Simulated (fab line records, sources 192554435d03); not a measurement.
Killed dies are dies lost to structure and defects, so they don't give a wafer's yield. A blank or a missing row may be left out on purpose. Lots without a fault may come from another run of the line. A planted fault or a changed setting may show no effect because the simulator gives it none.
Chamber matching | flow n5_finfet | N5_BEOL_M7_DESCUM_16 on rie_diel-05: 4 sister chambers
The step chemistry O2, time 7.9 s. 22 wafers are shown with their chamber, then 11 later ones without.

WAFERS WITH THEIR CHAMBER
wafer  | chamber | drypump_motor_current_A (A) | showerhead_plenum_p_Torr (Torr) | throttle_valve_pct (%)
L074.2 | 1       | 5.5                         | 2.05                            | 20.4
L074.4 | 3       | 5.3                         | 2.08                            | 20.9
L074.5 | 1       | 5.5                         | 2.05                            | 20.4
L076.1 | 0       | 6.5                         | 2.16                            | 20.8
L076.2 | 3       | 5.3                         | 2.08                            | 20.9
L076.6 | 1       | 5.5                         | 2.05                            | 20.4
L084.1 | 3       | 5.3                         | 2.08                            | 20.6
L084.2 | 1       | 5.5                         | 2.04                            | 20.4
L084.3 | 2       | 5.8                         | 2.02                            | 20.0
L084.4 | 0       | 6.4                         | 2.15                            | 20.8
L084.5 | 1       | 5.5                         | 2.04                            | 20.4
L084.6 | 0       | 6.4                         | 2.15                            | 20.8
L086.4 | 2       | 5.8                         | 2.02                            | 20.0
L086.5 | 1       | 5.5                         | 2.04                            | 20.4
L086.6 | 2       | 5.8                         | 2.02                            | 20.0
L092.1 | 1       | 5.5                         | 2.04                            | 20.4
L092.2 | 2       | 5.7                         | 2.02                            | 20.0
L092.3 | 3       | 5.3                         | 2.07                            | 20.6
L092.4 | 0       | 6.5                         | 2.15                            | 20.8
L092.5 | 3       | 5.3                         | 2.07                            | 20.6
L092.6 | 2       | 5.7                         | 2.02                            | 20.0
L087.1 | 1       | 5.5                         | 2.04                            | 20.4

SIGNATURES (means of the wafers above)
reading                  | chamber 0 | chamber 1 | chamber 2 | chamber 3 | scatter within a chamber
drypump_motor_current_A  | 6.450     | 5.500     | 5.760     | 5.300     | 0.035
showerhead_plenum_p_Torr | 2.1525    | 2.0438    | 2.0200    | 2.0760    | 0.00461
throttle_valve_pct       | 20.800    | 20.400    | 20.000    | 20.720    | 0.0775
Rule: a wafer's distance from a chamber is the root of the sum, over the readings, of the square of ((its reading less the chamber's mean) divided by the reading's scatter). The wafer belongs to the nearest chamber; if the next one is less than 2 further off, it can't be placed. The scatter: the root of (the sum of the squares of (reading less its chamber's mean) over the shown wafers, divided by (wafers less chambers)).

WAFERS WITHOUT THEIR CHAMBER
wafer  | drypump_motor_current_A (A) | showerhead_plenum_p_Torr (Torr) | throttle_valve_pct (%)
L087.3 | 5.8                         | 2.02                            | 20.0
L087.5 | 6.5                         | 2.15                            | 20.8
L090.1 | 5.3                         | 2.07                            | 20.6
L090.4 | 6.5                         | 2.15                            | 20.8
L090.6 | 5.5                         | 2.04                            | 20.4
L091.1 | 6.5                         | 2.15                            | 20.8
L091.3 | 5.5                         | 2.04                            | 20.4
L091.4 | 5.8                         | 2.02                            | 20.0
L096.4 | 5.7                         | 2.01                            | 20.1
L096.5 | 6.5                         | 2.14                            | 20.8
L096.6 | 5.3                         | 2.06                            | 20.6

WHICH CHAMBER EACH WENT THROUGH
wafer  | from the rows above | in truth
L087.3 | 2                   | 2
L087.5 | 0                   | 0
L090.1 | 3                   | 3
L090.4 | 0                   | 0
L090.6 | 1                   | 1
L091.1 | 0                   | 0
L091.3 | 1                   | 1
L091.4 | 2                   | 2
L096.4 | 2                   | 2
L096.5 | 0                   | 0
L096.6 | 3                   | 3
Placed correctly: 11 of 11. Can't be placed from these rows: 0. Placed wrongly: 0.
